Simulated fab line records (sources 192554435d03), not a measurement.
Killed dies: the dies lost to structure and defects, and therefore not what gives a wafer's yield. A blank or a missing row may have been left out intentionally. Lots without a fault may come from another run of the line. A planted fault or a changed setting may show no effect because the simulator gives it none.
Chamber matching -- flow n5-finfet -- 4 sister chambers for N5_BEOL_M6_ETCH_61 on rie-diel-05
The step etches SiARC in CF4, target depth 45.5 nm, time 75.8 s. 8 wafers are shown with their chamber, then 12 later ones without.

== WAFERS, EACH WITH ITS CHAMBER ==
wafer,chamber,throttle-valve-pct (%),showerhead-plenum-p-Torr (Torr)
L082.2,2,15.43,2.21
L083.4,0,15.92,2.15
L084.6,1,15.74,2.16
L086.3,2,15.44,2.20
L086.5,3,15.43,2.24
L085.2,1,15.75,2.16
L085.4,0,15.91,2.15
L085.5,3,15.43,2.23

== WAFERS WITH NO CHAMBER GIVEN ==
wafer,throttle-valve-pct (%),showerhead-plenum-p-Torr (Torr)
L087.3,15.44,2.23
L087.4,15.74,2.16
L087.5,15.45,2.23
L089.1,15.47,2.20
L089.5,15.45,2.23
L089.6,15.94,2.14
L091.1,15.93,2.14
L091.2,15.49,2.20
L091.6,15.77,2.15
L095.2,15.95,2.14
L095.3,15.50,2.19
L095.5,15.48,2.19

== WHICH CHAMBER EACH ONE RAN IN ==
wafer,from the rows above,in truth
L087.3,3,3
L087.4,1,1
L087.5,3,3
L089.1,2,2
L089.5,3,3
L089.6,0,0
L091.1,0,0
L091.2,2,2
L091.6,1,1
L095.2,0,0
L095.3,2,2
L095.5,2,2
Correctly placed: 12 of 12. From these rows, 0 cannot be placed. Number placed wrongly: 0.
How it was worked out, from the rows above alone: a wafer's distance from a chamber is the root of the sum, over the readings, of the square of ((its reading less the chamber's mean) divided by the reading's scatter). If the next closest chamber is less than 2 further off than the closest, the wafer can't be placed; otherwise it belongs to the closest. A chamber's mean is the mean of its shown wafers. The scatter: the root of (the sum of the squares of (reading less its chamber's mean) over the shown wafers, divided by (wafers less chambers)).
